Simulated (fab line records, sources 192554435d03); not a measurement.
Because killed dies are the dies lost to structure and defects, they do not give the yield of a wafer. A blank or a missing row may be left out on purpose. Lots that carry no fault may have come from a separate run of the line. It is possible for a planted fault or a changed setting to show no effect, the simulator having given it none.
fab line records -- flow n5_finfet
record: lots: 7, wafers: 39
route steps=1938 shown FIN_SAQP@96 DUMMY_GATE@237 SD_EPI_N@275 GATE_CUT@469
start_h: hours from the record's first day to the start of the lot's first wafer shown -- wait_h: how many hours have passed since the lot's step before this one -- " unchanged from the row above -- L1.1+2: one row covering several wafers at once -- - no value present, or no start provided -- * or withheld: withheld -- < > ~ a bound
route shown NAME@n: a module of which the file shows steps, and the number in the route of the first -- usual: mean/standard deviation of fault-free wafers -- same: alike in all rows -- chamber/n: place in a boat -- sites: the reading at each site -- _std_site: standard deviation across them -- _edge_site: inner sites' mean taken away from outer sites' mean -- radius_mm: how far each site lies from the wafer's centre -- mask NAME#n: copy n -- behind: the tool/chamber that last shaped the wafer -- hold: why the lot was held/for how many hours/how that ended -- device: whichever transistor did not switch (one of n, p or np) -- end of line: tests run on the same wafers once the route is complete -- where a step has no rows: the recipe by itself -- killed: count of dies lost to structure and defects at first sort (not the wafer's yield) -- map: dies across one wafer; x = killed, . = not, _ = none there
set.NAME: the setting as run; set.NAME@STEP: as run at that earlier step -- model.NAME: the simulator's own value behind a step, which no gauge read
one table per step and one row per wafer, for lots whose settings were changed on purpose
== steps ==
step: N5_FIN_SAQP_HM_DEP_03
recipe: material: SiNx, target_thk_a: 380, temp_c: 400, precursor: SiH4/NH3/N2, pressure_torr: 1.5, rf_w: 300, time_s: 33.6
lot.wafer,tool,chamber,start_h,wait_h,set.time_s,model.SiNx_of_FIN_SAQP_HM_DEP_03.thk_nm
L074.1,pecvd-01,1,20.90,0.2,33.6,38.05
L074.2,pecvd-01,2,20.90,0.2,33.6,37.77
L074.3,pecvd-01,0,20.90,0.2,30.88,35.66
L074.4,pecvd-01,1,20.90,0.2,33.6,38.4
L074.5,pecvd-01,0,20.90,0.2,30.88,35.39
L074.6,pecvd-01,2,20.90,0.2,30.88,35.31
L075.1,pecvd-02,0,26.85,0.2,33.6,37.84
L075.2,pecvd-02,2,26.85,0.2,38.46,43.18
L075.3,pecvd-02,1,26.85,0.2,38.46,43.35
L075.4,pecvd-02,2,26.85,0.2,33.6,38.85
L075.5,pecvd-02,1,26.85,0.2,33.6,38.07
L075.6,pecvd-02,0,26.85,0.2,38.46,43.83
L078.4,pecvd-01,0,45.05,0.1,33.6,38.45
L078.5,pecvd-01,2,45.05,0.1,33.6,38.36
L078.6,pecvd-01,1,45.05,0.1,33.6,39.1
L086.1,pecvd-04,0,93.73,0.2,33.6,37.9
L086.2,pecvd-04,1,93.73,0.2,36.47,40.62
L086.3,pecvd-04,0,93.73,0.2,33.6,38.01
L086.4,pecvd-04,1,93.73,0.2,36.47,40.79
L086.5,pecvd-04,0,93.73,0.2,36.47,41.51
L086.6,pecvd-04,1,93.73,0.2,33.6,37
L089.1,pecvd-04,0,114.73,0.2,35.54,39.82
L089.2,pecvd-04,1,114.73,0.2,35.54,39.94
L089.3,pecvd-04,0,114.73,0.2,33.6,38.39
L089.4,pecvd-04,1,114.73,0.2,33.6,38.12
L089.5,pecvd-04,0,114.73,0.2,35.54,40.37
L089.6,pecvd-04,1,114.73,0.2,33.6,38.37
L091.1,pecvd-04,0,122.77,0.2,33.6,37.81
L091.2,pecvd-04,1,122.77,0.2,30.39,34.38
L091.3,pecvd-04,2,122.77,0.2,30.39,33.63
L091.4,pecvd-04,2,122.77,0.2,33.6,38.08
L091.5,pecvd-04,0,122.77,0.2,30.39,35.47
L091.6,pecvd-04,1,122.77,0.2,33.6,38.61
L094.1,pecvd-01,2,140.82,0.2,33.6,38.12
L094.2,pecvd-01,1,140.82,0.2,31.07,34.84
L094.3,pecvd-01,0,140.82,0.2,33.6,37.8
L094.4,pecvd-01,1,140.82,0.2,31.07,35.3
L094.5,pecvd-01,0,140.82,0.2,33.6,38.49
L094.6,pecvd-01,2,140.82,0.2,31.07,35.52
step: N5_FIN_SAQP_THK_MEAS_05
usual: thk_nm: 38.1/0.43
lot.wafer,tool,chamber,start_h,wait_h,set.time_s@FIN_SAQP_HM_DEP_03,thk_nm
L074.1,film_metro-02,-,20.99,0.1,33.6,38.1
L074.2,film_metro-02,-,20.99,0.1,33.6,37.8
L074.3,film_metro-02,-,20.99,0.1,30.88,35.7
L074.4,film_metro-02,-,20.99,0.1,33.6,38.4
L074.5,film_metro-02,-,20.99,0.1,30.88,35.4
L074.6,film_metro-02,-,20.99,0.1,30.88,35.4
L075.1,film_metro-02,-,26.94,0.1,33.6,37.8
L075.2,film_metro-02,-,26.94,0.1,38.46,43.2
L075.3,film_metro-02,-,26.94,0.1,38.46,43.4
L075.4,film_metro-02,-,26.94,0.1,33.6,38.8
L075.5,film_metro-02,-,26.94,0.1,33.6,38.1
L075.6,film_metro-02,-,26.94,0.1,38.46,43.9
L078.4,film_metro-02,-,45.11,0.0,33.6,38.5
L078.5,film_metro-02,-,45.11,0.0,33.6,38.4
L078.6,film_metro-02,-,45.11,0.0,33.6,39.1
L086.1,film_metro-01,-,93.84,0.1,33.6,37.9
L086.2,film_metro-01,-,93.84,0.1,36.47,40.6
L086.3,film_metro-01,-,93.84,0.1,33.6,38.1
L086.4,film_metro-01,-,93.84,0.1,36.47,40.8
L086.5,film_metro-01,-,93.84,0.1,36.47,41.5
L086.6,film_metro-01,-,93.84,0.1,33.6,37.0
L089.1,film_metro-01,-,114.85,0.1,35.54,39.8
L089.2,film_metro-01,-,114.85,0.1,35.54,39.9
L089.3,film_metro-01,-,114.85,0.1,33.6,38.4
L089.4,film_metro-01,-,114.85,0.1,33.6,38.1
L089.5,film_metro-01,-,114.85,0.1,35.54,40.3
L089.6,film_metro-01,-,114.85,0.1,33.6,38.4
L091.1,film_metro-02,-,122.85,0.1,33.6,37.8
L091.2,film_metro-02,-,122.85,0.1,30.39,34.3
L091.3,film_metro-02,-,122.85,0.1,30.39,33.6
L091.4,film_metro-02,-,122.85,0.1,33.6,38.1
L091.5,film_metro-02,-,122.85,0.1,30.39,35.4
L091.6,film_metro-02,-,122.85,0.1,33.6,38.7
L094.1,film_metro-01,-,140.90,0.1,33.6,38.1
L094.2,film_metro-01,-,140.90,0.1,31.07,34.8
L094.3,film_metro-01,-,140.90,0.1,33.6,37.8
L094.4,film_metro-01,-,140.90,0.1,31.07,35.2
L094.5,film_metro-01,-,140.90,0.1,33.6,38.5
L094.6,film_metro-01,-,140.90,0.1,31.07,35.5
step: N5_FIN_SAQP_PECVD_47
recipe: material: a-Si, target_thk_a: 450, temp_c: 400, precursor: SiH4/He, pressure_torr: 3, rf_w: 100, time_s: 36.3
step: N5_FIN_SAQP_PECVD_48
recipe: material: SiNx, target_thk_a: 250, temp_c: 400, precursor: SiH4/NH3/N2, pressure_torr: 1.5, rf_w: 300, time_s: 22.1
step: N5_FIN_SAQP_SPACER2_ALD_28
recipe: material: SiO2, target_thk_a: 81, temp_c: 300, ald_precursor_family: BDEAS, ald_co_reactant: O2-plasma, pulse_time_s: 1, purge_time_s: 2, co_reactant_purge_time_s: 2, pressure_torr: 2
step: N5_FIN_SAQP_SPACER2_ETCHBACK_29
recipe: chemistry: CHF3/O2, mode: anisotropic_etchback, target: SiO2, target_depth_a: 122, time_s: 6.1, pressure_mtorr: 30, source_w: 650, bias_w: 170, Ar_flow_sccm: 200, CHF3_flow_sccm: 50, O2_flow_sccm: 5, ion_energy_ev: 200
step: N5_FIN_SAQP_MANDREL2_REMOVE_60
recipe: chemistry: HBr/Cl2/O2, bt_time_s: 10, target: a-Si, stop_on: SiNx, endpoint: OES-SiCl, over_etch_frac: 1, icp_w: 600, bias_w: 22, HBr_flow_sccm: 150, Cl2_flow_sccm: 80, O2_flow_sccm: 5, pressure_mtorr: 10
lot.wafer,tool,chamber,start_h,wait_h,set.time_s@FIN_SAQP_HM_DEP_03,model.SiNx_of_FIN_SAQP_HM_DEP_03.thk_nm
L074.1+2,rie_si-03,"0,2",25.12,0.1,33.6,37.2
L074.3,rie_si-03,3,25.12,0.1,30.88,35
L074.4,rie_si-03,1,25.12,0.1,33.6,37.6
L074.5,rie_si-03,2,25.12,0.1,30.88,34.8
L074.6,rie_si-03,3,25.12,0.1,30.88,34.6
L075.1+5,rie_si-04,"0,3",31.96,0.1,33.6,37.2
L075.2,rie_si-04,2,31.96,0.1,38.46,42.4
L075.3,rie_si-04,1,31.96,0.1,38.46,42.8
L075.4,rie_si-04,3,31.96,0.1,33.6,38.2
L075.6,rie_si-04,2,31.96,0.1,38.46,43.2
L078.4+5,rie_si-03,"3,0",49.53,0.1,33.6,37.8
L078.6,rie_si-03,3,49.53,0.1,33.6,38.4
L086.1,rie_si-04,0,98.41,0.1,33.6,37.2
L086.2,rie_si-04,1,98.41,0.1,36.47,40
L086.3,rie_si-04,2,98.41,0.1,33.6,37.4
L086.4,rie_si-04,3,98.41,0.1,36.47,40.2
L086.5,rie_si-04,0,98.41,0.1,36.47,40.8
L086.6,rie_si-04,3,98.41,0.1,33.6,36.2
L089.1+2,rie_si-05,"0,2",120.05,0.1,35.54,39.2
L089.3+6,rie_si-05,"3,1",120.05,0.1,33.6,37.8
L089.4,rie_si-05,1,120.05,0.1,33.6,37.4
L089.5,rie_si-05,2,120.05,0.1,35.54,39.8
L091.1,rie_si-05,0,127.35,0.1,33.6,37.2
L091.2,rie_si-05,3,127.35,0.1,30.39,33.6
L091.3,rie_si-05,1,127.35,0.1,30.39,33
L091.4,rie_si-05,2,127.35,0.1,33.6,37.4
L091.5,rie_si-05,3,127.35,0.1,30.39,34.8
L091.6,rie_si-05,2,127.35,0.1,33.6,37.8
L094.1,rie_si-03,1,145.74,0.1,33.6,37.4
L094.2,rie_si-03,2,145.74,0.1,31.07,34.2
L094.3,rie_si-03,0,145.74,0.1,33.6,37.2
L094.4,rie_si-03,3,145.74,0.1,31.07,34.4
L094.5,rie_si-03,2,145.74,0.1,33.6,37.8
L094.6,rie_si-03,3,145.74,0.1,31.07,34.8
step: N5_FIN_SAQP_HM_OPEN_33
recipe: chemistry: CH3F/O2, target: SiNx, mask_material: SiO2, target_depth_a: 494, time_s: 70.6, pressure_mtorr: 30, source_w: 395, bias_w: 73, Ar_flow_sccm: 150, CH3F_flow_sccm: 30, O2_flow_sccm: 20, ion_energy_ev: 120, ends: cleared
usual: etch_rf_on_time_s: 69.5/1.2
lot.wafer,tool,chamber,start_h,wait_h,set.time_s@FIN_SAQP_HM_DEP_03,etch_rf_on_time_s,model.etch.depth_nm
L074.1,rie_diel-04,3,25.28,0.0,33.6,68.3,37.28
L074.2,rie_diel-04,0,25.28,0.0,33.6,68.2,37.15
L074.3,rie_diel-04,2,25.28,0.0,30.88,65.0,35.02
L074.4,rie_diel-04,3,25.28,0.0,33.6,69.6,37.68
L074.5,rie_diel-04,0,25.28,0.0,30.88,64.0,34.76
L074.6,rie_diel-04,2,25.28,0.0,30.88,63.8,34.6
L075.1,rie_diel-02,1,32.12,0.0,33.6,68.7,37.21
L075.2,rie_diel-02,0,32.12,0.0,38.46,80.5,42.37
L075.3,rie_diel-02,2,32.12,0.0,38.46,79.7,42.72
L075.4,rie_diel-02,1,32.12,0.0,33.6,70.1,38.13
L075.5,rie_diel-02,0,32.12,0.0,33.6,70.5,37.27
L075.6,rie_diel-02,2,32.12,0.0,38.46,79.8,43.2
L078.4,rie_diel-02,2,49.72,0.1,33.6,70.6,37.82
L078.5,rie_diel-02,1,49.72,0.1,33.6,69.8,37.74
L078.6,rie_diel-02,3,49.72,0.1,33.6,70.3,38.39
L086.1,rie_diel-02,1,98.57,0.0,33.6,69.1,37.13
L086.2,rie_diel-02,0,98.57,0.0,36.47,73.6,39.9
L086.3,rie_diel-02,3,98.57,0.0,33.6,68.7,37.38
L086.4,rie_diel-02,2,98.57,0.0,36.47,75.6,40.15
L086.5,rie_diel-02,2,98.57,0.0,36.47,77.9,40.87
L086.6,rie_diel-02,3,98.57,0.0,33.6,67.6,36.23
L089.1,rie_diel-06,2,120.21,0.0,35.54,73.4,39.19
L089.2,rie_diel-06,0,120.21,0.0,35.54,73.2,39.23
L089.3,rie_diel-06,3,120.21,0.0,33.6,72.5,37.75
L089.4,rie_diel-06,3,120.21,0.0,33.6,71.0,37.38
L089.5,rie_diel-06,2,120.21,0.0,35.54,73.9,39.74
L089.6,rie_diel-06,0,120.21,0.0,33.6,70.0,37.73
L091.1,rie_diel-02,3,127.69,0.2,33.6,68.7,37.18
L091.2,rie_diel-02,2,127.69,0.2,30.39,63.8,33.6
L091.3,rie_diel-02,1,127.69,0.2,30.39,61.5,32.91
L091.4,rie_diel-02,0,127.69,0.2,33.6,68.3,37.44
L091.5,rie_diel-02,0,127.69,0.2,30.39,63.8,34.75
L091.6,rie_diel-02,1,127.69,0.2,33.6,70.8,37.84
L094.1,rie_diel-06,3,145.90,0.0,33.6,70.4,37.4
L094.2,rie_diel-06,2,145.90,0.0,31.07,63.6,34.21
L094.3,rie_diel-06,0,145.90,0.0,33.6,68.4,37.18
L094.4,rie_diel-06,2,145.90,0.0,31.07,63.8,34.5
L094.5,rie_diel-06,0,145.90,0.0,33.6,69.2,37.78
L094.6,rie_diel-06,3,145.90,0.0,31.07,66.7,34.89
step: N5_DUMMY_GATE_ETCH_37
recipe: chemistry: N2/H2, target: SOC, target_depth_a: 600, overetch_a: 300, temp_c: 40, ion_energy_ev: 200, pressure_mtorr: 30, source_w: 840, bias_w: 150, n2_flow_sccm: 200, h2_flow_sccm: 200
usual: rf_vpp_V: 523.8/2.6
lot.wafer,tool,chamber,start_h,wait_h,set.source_w,rf_vpp_V
L074.1,rie_diel-03,3,48.09,0.0,840,528.1
L074.2,rie_diel-03,2,48.09,0.0,781.9,533.5
L074.3,rie_diel-03,0,48.09,0.0,781.9,538.4
L074.4,rie_diel-03,2,48.09,0.0,840,520.9
L074.5,rie_diel-03,0,48.09,0.0,781.9,537.3
L074.6,rie_diel-03,3,48.09,0.0,840,526.4
L075.1,rie_diel-05,2,52.20,0.0,999.5,497.7
L075.2,rie_diel-05,1,52.20,0.0,840,526.9
L075.3,rie_diel-05,3,52.20,0.0,840,527.6
L075.4,rie_diel-05,0,52.20,0.0,840,517.8
L075.5,rie_diel-05,0,52.20,0.0,999.5,490.0
L075.6,rie_diel-05,3,52.20,0.0,999.5,498.2
L078.4,rie_diel-03,2,71.99,0.0,840,519.2
L078.5,rie_diel-03,0,71.99,0.0,840,524.2
L078.6,rie_diel-03,1,71.99,0.0,840,524.0
L086.1,rie_diel-03,3,120.18,0.0,840,526.6
L086.2,rie_diel-03,2,120.18,0.0,910,506.9
L086.3,rie_diel-03,0,120.18,0.0,840,524.1
L086.4,rie_diel-03,1,120.18,0.0,910,508.5
L086.5,rie_diel-03,3,120.18,0.0,840,526.4
L086.6,rie_diel-03,2,120.18,0.0,910,506.9
L089.1,rie_diel-01,2,139.84,0.0,840,522.5
L089.2,rie_diel-01,1,139.84,0.0,956.9,503.1
L089.3,rie_diel-01,3,139.84,0.0,840,520.9
L089.4,rie_diel-01,0,139.84,0.0,956.9,503.0
L089.5,rie_diel-01,1,139.84,0.0,840,525.8
L089.6,rie_diel-01,0,139.84,0.0,956.9,503.0
L091.1,rie_diel-01,3,148.27,0.0,840,520.6
L091.2,rie_diel-01,0,148.27,0.0,789.4,536.2
L091.3,rie_diel-01,2,148.27,0.0,789.4,534.0
L091.4,rie_diel-01,3,148.27,0.0,840,520.3
L091.5,rie_diel-01,0,148.27,0.0,840,523.7
L091.6,rie_diel-01,2,148.27,0.0,789.4,534.3
L094.1,rie_diel-05,2,165.36,0.0,840,528.1
L094.2,rie_diel-05,3,165.36,0.0,745.6,547.7
L094.3,rie_diel-05,1,165.36,0.0,745.6,549.3
L094.4,rie_diel-05,0,165.36,0.0,745.6,539.8
L094.5,rie_diel-05,2,165.36,0.0,840,527.4
L094.6,rie_diel-05,1,165.36,0.0,840,527.6
step: N5_DUMMY_GATE_ETCH_31
recipe: chemistry: C4F6/O2, target: SiO2, mask_material: SOC, target_depth_a: 825, time_s: 27.5, ion_energy_ev: 250, pressure_mtorr: 30, source_w: 345, bias_w: 185, Ar_flow_sccm: 300, C4F6_flow_sccm: 10, O2_flow_sccm: 10
lot.wafer,tool,chamber,start_h,wait_h,set.target_depth_a,model.etch.depth_nm,model.SOC_of_DUMMY_GATE_COAT_34.thk_nm
L074.1,rie_diel-03,0,48.37,0.0,825,81.39,51.8
L074.2,rie_diel-03,3,48.37,0.0,825,80.65,51.6
L074.3,rie_diel-03,2,48.37,0.0,754.5,75.65,52.4
L074.4,rie_diel-03,2,48.37,0.0,754.5,75.66,52.4
L074.5,rie_diel-03,0,48.37,0.0,825,81.56,51.8
L074.6,rie_diel-03,3,48.37,0.0,754.5,73.14,52.4
L075.1,rie_diel-03,3,52.48,0.0,825,80.5,52.2
L075.2,rie_diel-03,2,52.48,0.0,866.7,86.22,51.6
L075.3,rie_diel-03,0,52.48,0.0,825,81.25,52
L075.4,rie_diel-03,0,52.48,0.0,866.7,85.46,51.4
L075.5,rie_diel-03,2,52.48,0.0,825,82.47,52
L075.6,rie_diel-03,3,52.48,0.0,866.7,84.97,51.4
L078.4,rie_diel-01,3,72.74,0.5,825,82.1,51.8
L078.5,rie_diel-01,2,72.74,0.5,825,81.64,51.6
L078.6,rie_diel-01,3,72.74,0.5,825,81.6,51.8
L086.1,rie_diel-05,3,120.46,0.0,825,82.58,51.4
L086.2,rie_diel-05,2,120.46,0.0,721.5,73.28,52.6
L086.3,rie_diel-05,0,120.46,0.0,721.5,73.07,52.6
L086.4,rie_diel-05,1,120.46,0.0,825,82.38,52
L086.5,rie_diel-05,2,120.46,0.0,721.5,73.51,52.6
L086.6,rie_diel-05,3,120.46,0.0,825,82.46,51.6
L089.1,rie_diel-05,0,140.17,0.1,856.8,85.85,51.2
L089.2,rie_diel-05,1,140.17,0.1,856.8,84.32,51.8
L089.3,rie_diel-05,2,140.17,0.1,825,83.97,51.6
L089.4,rie_diel-05,3,140.17,0.1,856.8,85.39,51.4
L089.5,rie_diel-05,3,140.17,0.1,825,82.93,51.8
L089.6,rie_diel-05,0,140.17,0.1,825,83.66,51.6
L091.1,rie_diel-05,0,148.78,0.1,825,83.72,51.6
L091.2,rie_diel-05,2,148.78,0.1,902.4,92.99,50.8
L091.3,rie_diel-05,1,148.78,0.1,825,82.13,52.2
L091.4,rie_diel-05,3,148.78,0.1,902.4,90.8,51
L091.5,rie_diel-05,3,148.78,0.1,825,82.86,51.6
L091.6,rie_diel-05,0,148.78,0.1,902.4,92.27,50.8
L094.1,rie_diel-05,0,165.64,0.0,825,82.94,51.6
L094.2,rie_diel-05,1,165.64,0.0,825,81.18,51.8
L094.3,rie_diel-05,2,165.64,0.0,825,83.25,51.6
L094.4,rie_diel-05,3,165.64,0.0,825,81.63,51.6
L094.5,rie_diel-05,2,165.64,0.0,825,83.22,51.4
L094.6,rie_diel-05,3,165.64,0.0,825,82.07,51.4
step: N5_SD_EPI_N_ETCH_35
recipe: chemistry: N2/H2, target: SOC, overetch_a: 1080, mask_material: SiARC, temp_c: 40, ion_energy_ev: 100, source_w: 3000, bias_w: 133, pressure_mtorr: 20, time_s: 486, n2_flow_sccm: 200, h2_flow_sccm: 200
usual: rf_vpp_V: 240.8/1.3
lot.wafer,tool,chamber,start_h,wait_h,set.source_w,rf_vpp_V,model.SiARC_of_SD_EPI_N_COAT_33.thk_nm
L074.1,rie_diel-04,0,50.29,0.0,3000,240.9,20
L074.2,rie_diel-04,2,50.29,0.0,3000,239.3,20
L074.3,rie_diel-04,3,50.29,0.0,3000,241.0,19.8
L074.4,rie_diel-04,1,50.29,0.0,3000,240.8,18.8
L074.5,rie_diel-04,1,50.29,0.0,3000,240.9,19
L074.6,rie_diel-04,2,50.29,0.0,3000,240.7,20
L075.1,rie_diel-06,1,54.26,0.0,3409,232.0,18.4
L075.2,rie_diel-06,0,54.26,0.0,3409,230.4,17.6
L075.3,rie_diel-06,2,54.26,0.0,3000,238.8,19.4
L075.4,rie_diel-06,3,54.26,0.0,3000,240.4,20
L075.5,rie_diel-06,1,54.26,0.0,3000,242.6,20.2
L075.6,rie_diel-06,0,54.26,0.0,3409,231.9,17.6
L078.4,rie_diel-02,3,74.63,0.0,3000,243.1,19.6
L078.5,rie_diel-02,3,74.63,0.0,3000,240.7,19.2
L078.6,rie_diel-02,2,74.63,0.0,3000,239.9,19.8
L086.1,rie_diel-06,0,122.75,0.0,3000,242.5,19.8
L086.2,rie_diel-06,3,122.75,0.0,3000,241.5,20.4
L086.3,rie_diel-06,2,122.75,0.0,3000,239.1,19.8
L086.4,rie_diel-06,2,122.75,0.0,3000,239.2,19.8
L086.5,rie_diel-06,3,122.75,0.0,3000,239.4,20.4
L086.6,rie_diel-06,0,122.75,0.0,3000,241.6,19.6
L089.1,rie_diel-06,3,142.38,0.0,2544,255.1,22
L089.2,rie_diel-06,2,142.38,0.0,3000,239.0,19.6
L089.3,rie_diel-06,0,142.38,0.0,3000,239.6,19.4
L089.4,rie_diel-06,0,142.38,0.0,2544,256.8,21.4
L089.5,rie_diel-06,2,142.38,0.0,2544,251.7,21.6
L089.6,rie_diel-06,3,142.38,0.0,3000,240.2,20.4
L091.1,rie_diel-04,1,150.87,0.0,3000,241.4,19
L091.2,rie_diel-04,2,150.87,0.0,3000,237.6,20
L091.3,rie_diel-04,3,150.87,0.0,3000,241.4,19.8
L091.4,rie_diel-04,0,150.87,0.0,3000,240.8,20
L091.5,rie_diel-04,0,150.87,0.0,3000,239.5,20
L091.6,rie_diel-04,3,150.87,0.0,3000,240.3,19.8
L094.1,rie_diel-02,0,167.55,0.0,3000,242.5,19.6
L094.2,rie_diel-02,3,167.55,0.0,2642,252.7,20.8
L094.3,rie_diel-02,2,167.55,0.0,3000,241.4,20
L094.4,rie_diel-02,0,167.55,0.0,3000,241.5,19.6
L094.5,rie_diel-02,3,167.55,0.0,2642,254.1,20.8
L094.6,rie_diel-02,2,167.55,0.0,2642,250.9,21.4
step: N5_GATE_CUT_ETCH_58
recipe: chemistry: CH3F/O2, target: SiNx, target_depth_a: 170, time_s: 128.6, ion_energy_ev: 50, pressure_mtorr: 30, source_w: 415, bias_w: 21, Ar_flow_sccm: 150, CH3F_flow_sccm: 30, O2_flow_sccm: 20
lot.wafer,tool,chamber,start_h,wait_h,set.time_s,model.etch.depth_nm,model.SiNx_of_SDB_ALD_29.thk_nm
L074.1,rie_diel-03,2,80.87,0.1,128.6,17.02,24.8
L074.2,rie_diel-03,0,80.87,0.1,128.6,16.84,24.8
L074.3,rie_diel-03,3,80.87,0.1,128.6,16.81,24.6
L074.4,rie_diel-03,1,80.87,0.1,119.6,15.76,24.8
L074.5,rie_diel-03,1,80.87,0.1,119.6,15.81,24.8
L074.6,rie_diel-03,2,80.87,0.1,119.6,15.87,24.8
L075.1,rie_diel-03,1,85.25,0.0,148.8,19.71,24
L075.2,rie_diel-03,2,85.25,0.0,128.6,17.01,24.4
L075.3,rie_diel-03,3,85.25,0.0,148.8,19.36,24.2
L075.4,rie_diel-03,0,85.25,0.0,148.8,19.41,24.2
L075.5,rie_diel-03,1,85.25,0.0,128.6,17.13,24.4
L075.6,rie_diel-03,2,85.25,0.0,128.6,17.02,24.4
L078.4,rie_diel-05,2,106.50,0.0,128.6,17.45,24.6
L078.5,rie_diel-05,0,106.50,0.0,128.6,17.31,24.6
L078.6,rie_diel-05,3,106.50,0.0,128.6,17.16,24.8
L086.1,rie_diel-05,1,153.55,0.0,107.7,14.06,25
L086.2,rie_diel-05,3,153.55,0.0,107.7,14.21,25
L086.3,rie_diel-05,2,153.55,0.0,128.6,17.32,24.6
L086.4,rie_diel-05,0,153.55,0.0,128.6,17.17,24.6
L086.5,rie_diel-05,0,153.55,0.0,128.6,17.11,24.6
L086.6,rie_diel-05,3,153.55,0.0,107.7,14.21,25.2
L089.1,rie_diel-01,3,173.57,0.0,149.8,19.54,24.2
L089.2,rie_diel-01,0,173.57,0.0,128.6,16.95,24.6
L089.3,rie_diel-01,1,173.57,0.0,128.6,17.46,24.6
L089.4,rie_diel-01,2,173.57,0.0,149.8,19.23,24.4
L089.5,rie_diel-01,2,173.57,0.0,128.6,16.53,25
L089.6,rie_diel-01,1,173.57,0.0,149.8,20.28,24
L091.1,rie_diel-05,0,180.55,0.0,107.6,14.29,25.2
L091.2,rie_diel-05,3,180.55,0.0,128.6,16.95,24.6
L091.3,rie_diel-05,2,180.55,0.0,128.6,17.31,24.6
L091.4,rie_diel-05,1,180.55,0.0,107.6,14.17,25.2
L091.5,rie_diel-05,0,180.55,0.0,128.6,17.26,24.6
L091.6,rie_diel-05,1,180.55,0.0,107.6,14.11,25
L094.1,rie_diel-03,2,199.40,0.0,128.6,17.06,24.4
L094.2,rie_diel-03,3,199.40,0.0,128.6,16.63,24.6
L094.3,rie_diel-03,0,199.40,0.0,128.6,16.81,24.6
L094.4,rie_diel-03,1,199.40,0.0,128.6,17.17,24.6
L094.5,rie_diel-03,0,199.40,0.0,128.6,16.78,24.6
L094.6,rie_diel-03,1,199.40,0.0,128.6,17.31,24.6
== key ==
split: step: N5_FIN_SAQP_HM_DEP_03, setting: time_s, stated: 33.6, by: wafer
response: step: N5_FIN_SAQP_HM_DEP_03, reading: model.SiNx_of_FIN_SAQP_HM_DEP_03.thk_nm, change: +0.363, per: 1%, r: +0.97
response: step: N5_FIN_SAQP_THK_MEAS_05, reading: thk_nm, change: *, per: 1%, r: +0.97
response: step: N5_FIN_SAQP_MANDREL2_REMOVE_60, reading: model.SiNx_of_FIN_SAQP_HM_DEP_03.thk_nm, change: +0.366, per: 1%, r: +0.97
response: step: N5_FIN_SAQP_HM_OPEN_33, reading: etch_rf_on_time_s, change: *, per: 1%, r: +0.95
response: step: N5_FIN_SAQP_HM_OPEN_33, reading: model.etch.depth_nm, change: +0.365, per: 1%, r: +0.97
split: step: N5_DUMMY_GATE_ETCH_37, setting: source_w, stated: 840, by: wafer
response: step: N5_DUMMY_GATE_ETCH_37, reading: rf_vpp_V, change: -1.6, per: 1%, r: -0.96
split: step: N5_DUMMY_GATE_ETCH_31, setting: target_depth_a, stated: 825, by: wafer
response: step: N5_DUMMY_GATE_ETCH_31, reading: model.etch.depth_nm, change: +0.788, per: 1%, r: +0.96
response: step: N5_DUMMY_GATE_ETCH_31, reading: model.SOC_of_DUMMY_GATE_COAT_34.thk_nm, change: -0.0835, per: 1%, r: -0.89
split: step: N5_SD_EPI_N_ETCH_35, setting: source_w, stated: 3000, by: wafer
response: step: N5_SD_EPI_N_ETCH_35, reading: rf_vpp_V, change: -0.859, per: 1%, r: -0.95
response: step: N5_SD_EPI_N_ETCH_35, reading: model.SiARC_of_SD_EPI_N_COAT_33.thk_nm, change: -0.127, per: 1%, r: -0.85
split: step: N5_GATE_CUT_ETCH_58, setting: time_s, stated: 128.6, by: wafer
response: step: N5_GATE_CUT_ETCH_58, reading: model.etch.depth_nm, change: +0.172, per: 1%, r: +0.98
response: step: N5_GATE_CUT_ETCH_58, reading: model.SiNx_of_SDB_ALD_29.thk_nm, change: -0.0271, per: 1%, r: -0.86
